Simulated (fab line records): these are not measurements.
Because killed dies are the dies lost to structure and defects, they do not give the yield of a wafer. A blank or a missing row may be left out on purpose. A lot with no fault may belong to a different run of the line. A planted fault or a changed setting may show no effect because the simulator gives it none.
Which tool did it? ; flow n5Finfet ; Sampling: 24 lots, 72 wafers, 5 of 1938 route steps

== WHAT THE GAUGES SHOWED, per wafer ==
N5_BEOL_M2_INSPECT_13: inspects for defects (brightfield). Usual: rawDefectCount at 490, with a standard deviation of 110.
lot;measured;on;rawDefectCount;flag
L074;day 6 17:58;defectInspect-01;510 396 386;
L075;day 7 06:20;defectInspect-02;483 387 740;
L076;day 7 07:47;defectInspect-01;520 485 498;
L077;day 7 19:10;defectInspect-02;315 362 305;
L078;day 7 19:52;defectInspect-01;548 441 521;
L079;day 8 00:42;defectInspect-02;527 331 513;
L080;day 8 12:20;defectInspect-01;394 243 296;
L081;day 8 19:56;defectInspect-02;504 529 291;
L082;day 9 01:43;defectInspect-01;641 454 539;
L083;day 9 03:07;defectInspect-02;338 442 310;
L086;day 9 10:00;defectInspect-01;631 439 610;
L084;day 9 10:16;defectInspect-01;531 511 520;
L085;day 9 17:41;defectInspect-01;582 679 610;
L087;day 10 11:07;defectInspect-01;446 450 422;
L088;day 10 16:22;defectInspect-01;446 435 402;
L089;day 10 17:33;defectInspect-01;443 495 495;
L090;day 11 03:11;defectInspect-01;567 555 394;
L091;day 11 03:01;defectInspect-01;398 477 493;
L092;day 11 05:57;defectInspect-01;677 721 598;
L093;day 11 12:03;defectInspect-01;401 460 486;
L094;day 12 06:42;defectInspect-02;541 653 607;
L095;day 12 08:17;defectInspect-02;479 499 507;
L096;day 12 08:38;defectInspect-02;441 449 640;
L097;day 12 16:48;defectInspect-02;566 623 410;

== TOOL THAT RAN EACH LOT (tool first, then ch and the chambers of the sampled wafers, then the start) ==
lot;N5_BEOL_M1_ANNEAL_82;N5_BEOL_M1_ANNEAL_93;N5_BEOL_M1_SPUTTER_96;N5_BEOL_M2_ILD_DEP_00
L074;pvdSputter-03, day 6 07:15;pvdSputter-03, day 6 08:08;pvdSputter-03, day 6 08:29;pecvd-02 ch 0,2, day 6 11:43
L075;pvdSputter-02, day 7 01:36;pvdSputter-02, day 7 02:29;pvdSputter-02, day 7 02:50;pecvd-02 ch 0,1,2, day 7 03:59
L076;pvdSputter-02, day 7 03:52;pvdSputter-02, day 7 04:44;pvdSputter-02, day 7 05:06;pecvd-04 ch 0,1, day 7 06:14
L077;pvdSputter-03, day 7 13:16;pvdSputter-03, day 7 14:08;pvdSputter-03, day 7 14:30;pecvd-04 ch 0,1,2, day 7 15:59
L078;pvdSputter-01, day 7 16:03;pvdSputter-01, day 7 16:56;pvdSputter-01, day 7 17:17;pecvd-01 ch 0,1,2, day 7 18:37
L079;pvdSputter-02, day 7 21:04;pvdSputter-02, day 7 21:56;pvdSputter-02, day 7 22:18;pecvd-04 ch 0,1, day 7 23:34
L080;pvdSputter-02, day 8 07:48;pvdSputter-02, day 8 08:41;pvdSputter-02, day 8 09:02;pecvd-04 ch 0,1, day 8 10:19
L081;pvdSputter-02, day 8 16:15;pvdSputter-02, day 8 17:08;pvdSputter-02, day 8 17:29;pecvd-02 ch 0,1,2, day 8 18:37
L082;pvdSputter-01, day 8 21:04;pvdSputter-01, day 8 21:56;pvdSputter-01, day 8 22:18;pecvd-02 ch 0,1, day 8 23:37
L083;pvdSputter-03, day 8 23:41;pvdSputter-03, day 9 00:34;pvdSputter-03, day 9 00:56;pecvd-04 ch 0,1,2, day 9 02:05
L086;pvdSputter-02, day 9 06:20;pvdSputter-02, day 9 07:13;pvdSputter-02, day 9 07:34;pecvd-04 ch 0,1,2, day 9 08:41
L084;pvdSputter-01, day 9 06:25;pvdSputter-01, day 9 07:17;pvdSputter-01, day 9 07:39;pecvd-04 ch 1,2, day 9 08:47
L085;pvdSputter-03, day 9 10:53;pvdSputter-03, day 9 11:46;pvdSputter-03, day 9 12:08;pecvd-02 ch 0,1,2, day 9 13:20
L087;pvdSputter-03, day 10 05:34;pvdSputter-03, day 10 06:27;pvdSputter-03, day 10 06:49;pecvd-04 ch 0,1, day 10 07:59
L088;pvdSputter-02, day 10 13:19;pvdSputter-02, day 10 14:11;pvdSputter-02, day 10 14:33;pecvd-01 ch 0,2, day 10 15:41
L089;pvdSputter-01, day 10 14:14;pvdSputter-01, day 10 15:07;pvdSputter-01, day 10 15:29;pecvd-02 ch 0,1, day 10 16:41
L090;pvdSputter-03, day 10 22:55;pvdSputter-03, day 10 23:47;pvdSputter-03, day 11 00:09;pecvd-01 ch 1,2, day 11 01:32
L091;pvdSputter-01, day 10 23:01;pvdSputter-01, day 10 23:53;pvdSputter-01, day 11 00:15;pecvd-02 ch 0,1, day 11 01:33
L092;pvdSputter-02, day 11 01:01;pvdSputter-02, day 11 01:53;pvdSputter-02, day 11 02:15;pecvd-02 ch 0,2, day 11 03:43
L093;pvdSputter-03, day 11 07:18;pvdSputter-03, day 11 08:11;pvdSputter-03, day 11 08:32;pecvd-04 ch 0, day 11 09:40
L094;pvdSputter-01, day 12 01:22;pvdSputter-01, day 12 02:14;pvdSputter-01, day 12 02:36;pecvd-01 ch 0,1,2, day 12 03:44
L095;pvdSputter-03, day 12 04:25;pvdSputter-03, day 12 05:17;pvdSputter-03, day 12 05:39;pecvd-01 ch 0,2, day 12 06:46
L096;pvdSputter-02, day 12 04:41;pvdSputter-02, day 12 05:34;pvdSputter-02, day 12 05:56;pecvd-02 ch 0,2, day 12 07:04
L097;pvdSputter-02, day 12 12:44;pvdSputter-02, day 12 13:37;pvdSputter-02, day 12 13:59;pecvd-04 ch 0,1,2, day 12 15:05
- N5_BEOL_M1_ANNEAL_82: time 240 s.
- N5_BEOL_M1_ANNEAL_93: time 240 s.
- N5_BEOL_M1_SPUTTER_96: material Cu, target thk 4.5 nm, time 8.29 s.
- N5_BEOL_M2_ILD_DEP_00: deposits SiOC from DEMS/O2, target thk 79 nm, time 15.3 s.

== WHAT THE TOOLS THEMSELVES READ (means of the sampled wafers that have a number; where no wafer has one, the mark that the record gives instead) ==
N5_BEOL_M1_ANNEAL_82. Usual: heaterPowerW 810 W, standard deviation 110; susceptorTempC 400.02 C, standard deviation 0.21.
lot;tool;heaterPowerW (W);susceptorTempC (C);flag
L074;pvdSputter-03;722;399.73;
L075;pvdSputter-02;826;400.04;
L076;pvdSputter-02;690;399.81;
L077;pvdSputter-03;778;400.31;
L078;pvdSputter-01;915;399.95;
L079;pvdSputter-02;788;399.99;
L080;pvdSputter-02;750;400.00;
L081;pvdSputter-02;741;399.86;
L082;pvdSputter-01;884;399.91;
L083;pvdSputter-03;782;399.94;
L086;pvdSputter-02;784;400.17;
L084;pvdSputter-01;927;400.07;
L085;pvdSputter-03;819;400.20;
L087;pvdSputter-03;770;399.96;
L088;pvdSputter-02;841;399.86;
L089;pvdSputter-01;938;399.99;
L090;pvdSputter-03;880;399.83;
L091;pvdSputter-01;930;399.87;
L092;pvdSputter-02;779;400.09;
L093;pvdSputter-03;707;400.00;
L094;pvdSputter-01;881;400.12;
L095;pvdSputter-03;708;400.16;
L096;pvdSputter-02;779;399.80;
L097;pvdSputter-02;788;400.24;

N5_BEOL_M1_ANNEAL_93. Usual: heaterPowerW 810 W, standard deviation 110; susceptorTempC 399.98 C, standard deviation 0.21.
lot;tool;heaterPowerW (W);susceptorTempC (C);flag
L074;pvdSputter-03;723;399.97;
L075;pvdSputter-02;827;399.79;
L076;pvdSputter-02;707;400.03;
L077;pvdSputter-03;766;400.13;
L078;pvdSputter-01;903;399.85;
L079;pvdSputter-02;783;399.92;
L080;pvdSputter-02;744;400.07;
L081;pvdSputter-02;753;400.06;
L082;pvdSputter-01;881;400.01;
L083;pvdSputter-03;787;399.93;
L086;pvdSputter-02;794;400.12;
L084;pvdSputter-01;930;400.03;
L085;pvdSputter-03;830;399.91;
L087;pvdSputter-03;778;399.89;
L088;pvdSputter-02;825;399.86;
L089;pvdSputter-01;923;400.06;
L090;pvdSputter-03;871;399.96;
L091;pvdSputter-01;923;400.05;
L092;pvdSputter-02;779;400.08;
L093;pvdSputter-03;716;400.04;
L094;pvdSputter-01;881;399.98;
L095;pvdSputter-03;709;399.93;
L096;pvdSputter-02;782;399.96;
L097;pvdSputter-02;785;400.07;

N5_BEOL_M1_SPUTTER_96. Usual: substrateTempC -19.98 C, standard deviation 0.11; susceptorTempC -20.01 C, standard deviation 0.11; throttleValvePct 29.6 %, standard deviation 1.6.
lot;tool;substrateTempC (C);susceptorTempC (C);throttleValvePct (%);flag
L074;pvdSputter-03;-20.12;-20.08;28.6;
L075;pvdSputter-02;-19.90;-20.04;28.5;
L076;pvdSputter-02;-19.96;-20.16;30.4;
L077;pvdSputter-03;-19.91;-20.14;29.3;
L078;pvdSputter-01;-19.94;-20.04;29.0;
L079;pvdSputter-02;-19.91;-19.98;29.6;
L080;pvdSputter-02;-20.07;-19.98;29.2;
L081;pvdSputter-02;-20.00;-19.95;29.2;
L082;pvdSputter-01;-20.04;-20.05;29.8;
L083;pvdSputter-03;-19.97;-20.03;30.1;
L086;pvdSputter-02;-19.99;-19.96;29.7;
L084;pvdSputter-01;-20.02;-19.97;29.5;
L085;pvdSputter-03;-19.97;-20.07;29.3;
L087;pvdSputter-03;-19.88;-20.00;29.3;
L088;pvdSputter-02;-19.87;-19.85;29.8;
L089;pvdSputter-01;-19.99;-20.01;29.5;
L090;pvdSputter-03;-19.97;-20.09;29.7;
L091;pvdSputter-01;-20.05;-19.98;29.6;
L092;pvdSputter-02;-19.98;-19.96;29.7;
L093;pvdSputter-03;-19.99;-19.99;28.6;
L094;pvdSputter-01;-19.84;-20.05;29.9;
L095;pvdSputter-03;-19.88;-19.97;28.0;
L096;pvdSputter-02;-20.13;-19.94;29.8;
L097;pvdSputter-02;-19.89;-19.99;29.9;

N5_BEOL_M2_ILD_DEP_00. Usual: heaterPowerW 493 W, standard deviation 61; showerheadPlenumPTorr 5.691 Torr, standard deviation 0.018; susceptorTempC 350.01 C, standard deviation 0.21; throttleValvePct 11.8 %, standard deviation 0.7.
lot;tool;heaterPowerW (W);showerheadPlenumPTorr (Torr);susceptorTempC (C);throttleValvePct (%);flag
L074;pecvd-02;479;5.681;349.85;11.8;
L075;pecvd-02;453;5.689;349.90;12.0;
L076;pecvd-04;543;5.677;349.98;11.8;
L077;pecvd-04;522;5.689;349.89;11.4;
L078;pecvd-01;512;5.698;350.10;12.3;
L079;pecvd-04;487;5.679;350.08;11.9;
L080;pecvd-04;517;5.678;350.06;11.9;
L081;pecvd-02;482;5.692;349.93;11.9;
L082;pecvd-02;466;5.709;350.24;12.0;
L083;pecvd-04;535;5.686;350.00;11.5;
L086;pecvd-04;496;5.687;350.12;11.5;
L084;pecvd-04;446;5.687;350.06;11.4;
L085;pecvd-02;484;5.695;349.97;11.7;
L087;pecvd-04;538;5.690;350.13;12.0;
L088;pecvd-01;442;5.680;350.13;12.0;
L089;pecvd-02;454;5.703;349.83;12.0;
L090;pecvd-01;489;5.712;350.02;11.8;
L091;pecvd-02;459;5.696;349.84;11.9;
L092;pecvd-02;526;5.675;349.75;12.1;
L093;pecvd-04;561;5.689;350.08;11.9;
L094;pecvd-01;510;5.693;350.01;12.4;
L095;pecvd-01;467;5.699;350.21;11.9;
L096;pecvd-02;503;5.677;349.82;12.0;
L097;pecvd-04;514;5.678;349.82;11.3;

== THE ANSWER, worked out from the rows above alone ==
Rule: lot off if the mean of its wafers having a number is beyond 3 standard deviations from the usual mean. A lot without any number at a reading at which 4 lots or more have one is off too. The other lots that the step has rows for count as sound. After the gauges, taken in route order, come the tools' own readings; for these a lot's mean is taken, as printed above. At the first step where some lot is off, the reading lying furthest off is the one used; lots without a number count as furthest.
Nothing can be told from this: no lot is off at any reading shown.

== WHAT THE SIMULATOR PUT IN ==
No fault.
